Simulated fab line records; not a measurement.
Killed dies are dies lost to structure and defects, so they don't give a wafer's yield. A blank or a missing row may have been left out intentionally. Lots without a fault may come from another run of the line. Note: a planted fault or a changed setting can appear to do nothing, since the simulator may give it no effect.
Lot-split experiment	flow n5-finfet	on a route of 1938 steps: 7 lots, 21 wafers read

## THE SPLIT
At N5_MIM_BOT_ETCH_ETCH_04 (etches SiNx in CF4/O2, target depth 26 nm, time 13 s), the setting time-s was moved away from the recipe's 13 s on 12 of the 21 wafers read, by -15.8% to +20.8%. All remaining wafers had this setting at the recipe value.

The split's own step is where the reading is taken.

## THE READING
etch.depth-nm (the simulator's own value, which no gauge read), in nm, at N5_MIM_BOT_ETCH_ETCH_04 (etches SiNx in CF4/O2, target depth 26 nm, time 13 s). The file does not state a usual value for it. The 9 wafers here that ran the recipe average 26.34 nm, standard deviation 1 nm.

wafer	tool, chamber at the split	time-s as run, s	against the recipe	etch.depth-nm, nm	against lot-mates on the recipe
L080.1	rie-diel-05, 2	13	recipe	25.93	-
L080.3	rie-diel-05, 0	13	recipe	27.87	-
L080.6	rie-diel-05, 0	13	recipe	28.15	-
L084.1	rie-diel-05, 0	11.06	-14.9%	23.95	-3.17
L084.3	rie-diel-05, 1	13	recipe	27.12	-
L084.6	rie-diel-05, 0	11.06	-14.9%	23.71	-3.41
L083.2	rie-diel-06, 1	14.44	+11.1%	29.4	+3.77
L083.4	rie-diel-06, 2	13	recipe	25.61	-
L083.6	rie-diel-06, 3	13	recipe	25.64	-
L086.1	rie-diel-06, 2	10.94	-15.8%	21.91	no lot-mate on the recipe
L086.4	rie-diel-06, 3	10.94	-15.8%	21.5	no lot-mate on the recipe
L086.6	rie-diel-06, 0	10.94	-15.8%	22.25	no lot-mate on the recipe
L090.1	rie-diel-04, 2	11.26	-13.4%	22.11	-3.53
L090.3	rie-diel-04, 0	13	recipe	25.64	-
L090.5	rie-diel-04, 0	11.26	-13.4%	22.29	-3.35
L093.2	rie-diel-04, 2	15.7	+20.8%	30.74	+5.52
L093.3	rie-diel-04, 3	13	recipe	25.22	-
L093.5	rie-diel-04, 3	15.7	+20.8%	30.48	+5.26
L097.2	rie-diel-06, 2	13	recipe	25.92	-
L097.3	rie-diel-06, 3	14.83	+14.1%	29.29	+3.37
L097.5	rie-diel-06, 3	14.83	+14.1%	29.04	+3.12

THE FIT
A straight line over all 21 wafers: etch.depth-nm changes by +0.233 nm for each +1% of time-s; r = +0.95; the points scatter about the line by 0.92 nm.
The same after taking each lot's own level away (the mean of its wafers on the recipe; 18 wafers): +0.249 nm for each +1%; r = +0.98; scatter 0.53 nm.
According to that fit, moving time-s by its largest amount changes the reading by 5.2 nm.
Across the lots, their own levels run from 25.220 to 27.317 nm, a range of 2.1 times the standard deviation given above.
So the lot-to-lot level changes the slope little: the two slopes agree.
Check: with one of the wafers moved furthest among these (+20.8%) left out of the fit, the line predicts +5.19 nm for it against its lot-mates. It came out at +5.52 nm against them.

## THE OTHER SPLITS THESE WAFERS WENT THROUGH
These wafers also went through other splits before the reading. Each is held against what the fit with the lots' levels taken away leaves over:
other split on the same wafers	wafers away from the commonest value	r with etch.depth-nm (lot level and that fit taken away)
N5_BEOL_M14_PEB_26 peb-temp-c	5	-0.05
N5_MIM_BOT_SPUTTER_00 time-s	9	-0.17
N5_MIM_BOT_LITHO_EXPOSE_05 dose-mj	8	+0.09

## THE FILE'S OWN FIT
etch.depth-nm changes by +0.255 nm for each +1% of time-s, r = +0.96.
